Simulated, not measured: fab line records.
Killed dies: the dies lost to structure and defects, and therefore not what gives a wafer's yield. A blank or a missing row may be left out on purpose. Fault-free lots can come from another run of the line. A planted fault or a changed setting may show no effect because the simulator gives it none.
Chamber matching | flow n5Finfet | 3 sister chambers for N5_BEOL_M9_CURE_71 on uvCure-01
The step cures SiCOH lowk, time 240 s. 6 wafers are shown with their chamber, then 11 later ones without.

EACH WAFER AND ITS CHAMBER
wafer  | chamber | wafer_temp_C_max | lampPowerPct (%)
L074.5 | 1       | 387.0            | 52.35
L074.6 | 1       | 386.8            | 52.31
L084.5 | 0       | 386.0            | 52.23
L084.6 | 0       | 386.7            | 52.24
L086.4 | 2       | 386.4            | 52.38
L089.2 | 2       | 386.5            | 52.32

WAFERS WHOSE CHAMBER IS MISSING
wafer  | wafer_temp_C_max | lampPowerPct (%)
L089.3 | 386.6            | 52.18
L089.6 | 387.1            | 52.32
L092.1 | 386.8            | 52.38
L092.4 | 386.7            | 52.39
L092.6 | 387.2            | 52.30
L093.1 | 385.6            | 52.29
L093.4 | 386.3            | 52.36
L093.5 | 385.8            | 52.37
L097.1 | 386.5            | 52.24
L097.4 | 386.3            | 52.29
L097.5 | 387.1            | 52.30

EACH ONE'S CHAMBER
wafer  | from the rows above          | in truth
L089.3 | 0                            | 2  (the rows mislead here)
L089.6 | can't be placed: 1 or 2      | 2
L092.1 | can't be placed: 2 or 1      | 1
L092.4 | can't be placed: 2 or 1      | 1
L092.6 | can't be placed: 1 or 2      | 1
L093.1 | can't be placed: 0 or 2 or 1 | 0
L093.4 | can't be placed: 2 or 1      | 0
L093.5 | can't be placed: 2 or 1      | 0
L097.1 | 0                            | 0
L097.4 | can't be placed: 0 or 2 or 1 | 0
L097.5 | can't be placed: 1 or 2      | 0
Placed correctly: 1 of 11. Not placeable from these rows: 9 (in 6, the candidates include the true chamber). 1 placed wrongly.
How it was worked out, from the rows above alone: a wafer's distance from a chamber is the root of the sum, over the readings, of the square of ((its reading less the chamber's mean) divided by the reading's scatter). The wafer belongs to the nearest chamber; if the next one is less than 2 further off, it can't be placed. The mean given for a chamber averages the wafers shown for that chamber. The scatter: the root of (the sum of the squares of (reading less its chamber's mean) over the shown wafers, divided by (wafers less chambers)).
